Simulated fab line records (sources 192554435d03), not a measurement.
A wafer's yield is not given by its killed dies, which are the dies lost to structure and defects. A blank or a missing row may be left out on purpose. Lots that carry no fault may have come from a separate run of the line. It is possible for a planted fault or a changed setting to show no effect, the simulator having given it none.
Chamber matching | flow n5_finfet | ald_sin-01 running N5_SPACER0_ALD_00: 4 sister chambers
The step deposits SiOCN, target thk 3.5 nm, pulse time 3 s, purge time 2 s. 4 wafers are shown with their chamber, then 7 later ones without.

## WAFERS WITH THEIR CHAMBER
wafer  | chamber | heater_power_w (W)
L080.5 | 0       | 843
L085.5 | 3       | 797
L092.1 | 1       | 777
L092.2 | 2       | 757

## WAFERS WITH NO CHAMBER GIVEN
wafer  | heater_power_w (W)
L092.6 | 760
L096.2 | 753
L096.3 | 741
L096.5 | 826
L097.1 | 799
L097.3 | 808
L097.5 | 805

## WHICH CHAMBER EACH WENT THROUGH
wafer  | from the rows above     | in truth
L092.6 | can't be placed: 2 or 1 | 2
L096.2 | can't be placed: 2 or 1 | 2
L096.3 | can't be placed: 2 or 1 | 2
L096.5 | can't be placed: 0 or 3 | 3
L097.1 | can't be placed: 3 or 1 | 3
L097.3 | can't be placed: 3 or 1 | 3
L097.5 | can't be placed: 3 or 1 | 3
Correct placement for 0 of the 7. Not placeable from these rows: 7 (in 7, the candidates include the true chamber). Number placed wrongly: 0.
How it was worked out, from the rows above alone: a wafer's distance from a chamber is the root of the sum, over the readings, of the square of ((its reading less the chamber's mean) divided by the reading's scatter). If the next closest chamber is less than 2 further off than the closest, the wafer can't be placed; otherwise it belongs to the closest. The mean given for a chamber averages the wafers shown for that chamber. The scatter (one wafer shown for each chamber): square how far every hidden wafer sits from the nearest shown wafer, average those squares and take the square root.
